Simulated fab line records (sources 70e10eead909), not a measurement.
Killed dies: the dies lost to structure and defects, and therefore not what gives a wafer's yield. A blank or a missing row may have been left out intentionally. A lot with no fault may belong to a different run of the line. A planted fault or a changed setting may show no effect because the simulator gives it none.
Matching of chambers    flow nandHarc    4 sister chambers for NHARC_A_CHANNEL_FILL_D1_STRIP_28 on rieDiel-07
The step strips in O2, time 20 s. 18 wafers are shown with their chamber, then 9 later ones without.

== WAFERS, EACH WITH ITS CHAMBER ==
wafer   chamber  showerheadPlenumPTorr (Torr)  drypumpMotorCurrentA (A)  rfVppV (V)
L074.1  1        3.58                          5.74                      56.4
L074.3  2        3.46                          5.49                      57.6
L074.4  3        3.43                          5.76                      57.5
L076.2  1        3.58                          5.73                      58.3
L076.5  0        3.73                          6.14                      58.5
L076.6  1        3.58                          5.73                      57.7
L077.1  3        3.44                          5.76                      56.8
L077.5  3        3.43                          5.75                      56.8
L077.6  0        3.73                          6.13                      58.6
L077.2  2        3.46                          5.53                      57.4
L077.3  0        3.73                          6.12                      58.4
L077.4  1        3.58                          5.73                      57.8
L081.2  1        3.58                          5.74                      58.1
L081.3  2        3.46                          5.54                      57.4
L081.4  3        3.43                          5.72                      56.6
L082.1  1        3.58                          5.74                      57.0
L082.4  2        3.46                          5.53                      57.1
L082.6  1        3.58                          5.72                      57.9

SIGNATURES, as means of the wafers listed above
reading                chamber 0  chamber 1  chamber 2  chamber 3  scatter within a chamber
showerheadPlenumPTorr  3.7300     3.5800     3.4600     3.4325     0.00231
drypumpMotorCurrentA   6.1300     5.7329     5.5225     5.7475     0.0149
rfVppV                 58.500     57.600     57.375     56.925     0.485
Rule: distance of a wafer from a chamber = root of the sum over the readings of ((wafer's reading minus chamber's mean) / reading's scatter) squared. The wafer belongs to the nearest chamber; if the next one is less than 2 further off, it can't be placed. The scatter is the square root of a quotient: the sum, over the shown wafers, of each reading's squared deviation from its chamber's mean, divided by wafers minus chambers.

== WAFERS WITHOUT THEIR CHAMBER ==
wafer   showerheadPlenumPTorr (Torr)  drypumpMotorCurrentA (A)  rfVppV (V)
L085.3  3.73                          6.10                      58.9
L085.5  3.73                          6.12                      58.3
L085.6  3.57                          5.73                      58.5
L090.1  3.46                          5.55                      57.0
L090.4  3.73                          6.13                      57.0
L090.5  3.73                          6.13                      57.6
L092.1  3.57                          5.73                      58.6
L092.3  3.73                          6.12                      58.4
L092.6  3.73                          6.12                      57.8

== EACH ONE'S CHAMBER ==
wafer   from the rows above  in truth
L085.3  0                    0
L085.5  0                    0
L085.6  1                    1
L090.1  2                    2
L090.4  0                    0
L090.5  0                    0
L092.1  1                    1
L092.3  0                    0
L092.6  0                    0
Placed correctly: 9 of 9. Number that these rows cannot place: 0. Wrongly placed: 0.
